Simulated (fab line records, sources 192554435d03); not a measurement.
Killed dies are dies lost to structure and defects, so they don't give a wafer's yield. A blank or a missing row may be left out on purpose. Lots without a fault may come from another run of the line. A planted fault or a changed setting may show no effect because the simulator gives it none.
Split-lot experiment | flow n5_finfet | 7 lots, 21 wafers read, on a route of 1938 steps

THE SPLIT
At N5_MOL_CONTACT_COAG_ETCH_91 (etches SOC in N2/H2, target depth 60 nm, overetch 21 nm, time 101.2 s), the setting time_s was moved away from the recipe's 101.2 s on 6 of the 21 wafers read, by -9.4% to +18.8%. The other wafers ran this setting at the recipe's value.

The reading is taken at the split's own step.

THE READING
SiARC_of_MOL_CONTACT_COAG_COAT_76.thk_nm (the simulator's own value, which no gauge read), in nm, at N5_MOL_CONTACT_COAG_ETCH_91 (etches SOC in N2/H2, target depth 60 nm, overetch 21 nm, time 101.2 s). The file gives no usual value for it. The 15 wafers here that ran the recipe average 5.9 nm, standard deviation 0.088 nm.

wafer  | tool, chamber at the split | time_s as run, s | against the recipe | SiARC_of_MOL_CONTACT_COAG_COAT_76.thk_nm, nm | against lot-mates on the recipe
L077.1 | rie_diel-01, 3             | 101.2            | recipe             | 5.8                                          | -
L077.6 | rie_diel-01, 3             | 101.2            | recipe             | 5.8                                          | -
L077.5 | rie_diel-01, 2             | 101.2            | recipe             | 6                                            | -
L084.2 | rie_diel-06, 2,3           | 120.2            | +18.8%             | 5                                            | -0.8
L084.6 | rie_diel-06, 2,3           | 120.2            | +18.8%             | 5                                            | -0.8
L084.5 | rie_diel-06, 0             | 101.2            | recipe             | 5.8                                          | -
L086.2 | rie_diel-03, 1,3,0         | 101.2            | recipe             | 5.8                                          | -
L086.5 | rie_diel-03, 1,3,0         | 101.2            | recipe             | 5.8                                          | -
L086.6 | rie_diel-03, 1,3,0         | 101.2            | recipe             | 5.8                                          | -
L087.1 | rie_diel-06, 0,3           | 101.2            | recipe             | 5.8                                          | -
L087.3 | rie_diel-06, 0,3           | 101.2            | recipe             | 5.8                                          | -
L087.4 | rie_diel-06, 3             | 91.65            | -9.4%              | 6.2                                          | +0.4
L090.1 | rie_diel-03, 2             | 101.2            | recipe             | 5.8                                          | -
L090.4 | rie_diel-03, 2             | 101.2            | recipe             | 5.8                                          | -
L090.3 | rie_diel-03, 3             | 101.2            | recipe             | 6                                            | -
L094.2 | rie_diel-03, 3             | 101.2            | recipe             | 6                                            | -
L094.4 | rie_diel-03, 0             | 101.2            | recipe             | 5.8                                          | -
L094.5 | rie_diel-03, 3             | 115              | +13.6%             | 5.4                                          | -0.5
L096.2 | rie_diel-03, 3,2           | 107.1            | +5.8%              | 5.6                                          | -0.4
L096.6 | rie_diel-03, 3,2           | 107.1            | +5.8%              | 5.6                                          | -0.4
L096.5 | rie_diel-03, 3             | 101.2            | recipe             | 6                                            | -
Where a row lists several chambers, the file gives one row for several wafers and doesn't say which wafer went through which chamber.

THE FIT
A straight line over all 21 wafers: SiARC_of_MOL_CONTACT_COAG_COAT_76.thk_nm changes by -0.0423 nm for each +1% of time_s; r = -0.96; the points scatter about the line by 0.087 nm.
The same after taking each lot's own level away (the mean of its wafers on the recipe; 21 wafers): -0.0427 nm for each +1%; r = -0.96; scatter 0.081 nm.
On that fit, the largest move of time_s shifts the reading by 0.8 nm.
The lots' own levels span 5.80 to 6.00 nm, that is 2.3 times the standard deviation above.
So the lot-to-lot level changes the slope little: the two slopes agree.
Check: with one of the wafers moved furthest among these (+18.8%) left out of the fit, the line predicts -0.818 nm for it against its lot-mates. It came out at -0.8 nm against them.

OTHER SPLITS ON THESE WAFERS
These wafers also went through other splits before the reading. Each is held against what the fit with the lots' levels taken away leaves over:
other split on the same wafers        | wafers away from the commonest value | r with SiARC_of_MOL_CONTACT_COAG_COAT_76.thk_nm (lot level and that fit taken away)
N5_DUMMY_GATE_COAT_28 spin_rpm        | 9                                    | +0.12
N5_SD_EPI_N_ETCH_45 target_depth_a    | 12                                   | -0.57
N5_HKMG_FIN_HK_ALD_01 ald_cycles      | 7                                    | -0.02
N5_GATE_CUT_EXPOSE_10 dose_mj         | 9                                    | +0.21
N5_GATE_CUT_DESCUM_18 time_s          | 8                                    | -0.12
N5_MOL_CONTACT_COAG_ALD_27 ald_cycles | 6                                    | -0.11

THE FILE'S OWN FIT
SiARC_of_MOL_CONTACT_COAG_COAT_76.thk_nm changes by -0.0422 nm for each +1% of time_s, r = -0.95.
